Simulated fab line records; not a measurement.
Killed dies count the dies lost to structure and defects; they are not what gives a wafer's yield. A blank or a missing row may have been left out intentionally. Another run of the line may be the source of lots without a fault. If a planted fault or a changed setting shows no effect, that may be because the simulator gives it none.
Chamber matching	flow n5_finfet	N5_PMOS_HMC_CHANNEL_EPI_DESCUM_14 on rie_diel-02 has 4 sister chambers
The step chemistry O2, time 7.9 s. 24 wafers are shown with their chamber, then 12 later ones without.

== WAFERS, EACH WITH ITS CHAMBER ==
wafer	chamber	showerhead_plenum_p_Torr (Torr)	drypump_motor_current_A (A)	throttle_valve_pct (%)
L074.2	3	2.08	5.7	20.77
L074.3	1	1.99	6.4	20.69
L074.5	3	2.08	5.7	20.79
L079.1	1	1.99	6.3	20.71
L079.4	0	2.16	6.0	20.69
L079.6	1	1.99	6.3	20.70
L083.3	3	2.08	5.7	20.82
L083.5	2	2.09	6.0	20.77
L083.6	1	1.98	6.3	20.71
L088.3	0	2.16	6.1	20.70
L088.4	1	1.98	6.3	20.74
L088.6	3	2.07	5.8	20.83
L089.1	1	1.98	6.3	20.76
L089.2	3	2.07	5.7	20.83
L089.3	0	2.16	6.1	20.70
L089.4	3	2.07	5.7	20.83
L089.5	1	1.98	6.3	20.72
L089.6	0	2.15	6.1	20.70
L090.3	3	2.07	5.7	20.85
L090.4	1	1.98	6.3	20.74
L090.5	0	2.15	6.1	20.69
L091.1	0	2.15	6.1	20.72
L091.2	3	2.07	5.7	20.83
L091.5	1	1.98	6.3	20.75

SIGNATURES, as means of the wafers listed above
reading	chamber 0	chamber 1	chamber 2	chamber 3	scatter within a chamber
showerhead_plenum_p_Torr	2.1550	1.9833	2.0900	2.0737	0.00518
drypump_motor_current_A	6.083	6.311	6.000	5.713	0.036
throttle_valve_pct	20.7000	20.7244	20.7700	20.8187	0.0223
Rule: a wafer's distance from a chamber is the root of the sum, over the readings, of the square of ((its reading less the chamber's mean) divided by the reading's scatter). The wafer belongs to the nearest chamber; if the next one is less than 2 further off, it can't be placed. The scatter: the root of (the sum of the squares of (reading less its chamber's mean) over the shown wafers, divided by (wafers less chambers)).

== WAFERS WITH NO CHAMBER GIVEN ==
wafer	showerhead_plenum_p_Torr (Torr)	drypump_motor_current_A (A)	throttle_valve_pct (%)
L092.1	2.15	6.1	20.71
L092.2	1.98	6.3	20.76
L092.3	2.07	5.7	20.84
L092.4	1.98	6.3	20.74
L092.5	2.07	5.7	20.84
L092.6	2.15	6.1	20.71
L093.1	2.15	6.1	20.72
L093.2	1.98	6.3	20.76
L093.3	2.07	5.7	20.84
L097.1	1.97	6.3	20.78
L097.3	2.07	5.7	20.84
L097.6	2.15	6.1	20.73

== EACH ONE'S CHAMBER ==
wafer	from the rows above	in truth
L092.1	0	0
L092.2	1	1
L092.3	3	3
L092.4	1	1
L092.5	3	3
L092.6	0	0
L093.1	0	0
L093.2	1	1
L093.3	3	3
L097.1	1	1
L097.3	3	3
L097.6	0	0
12 of 12 placed correctly. Not placeable from these rows: 0. Number placed wrongly: 0.
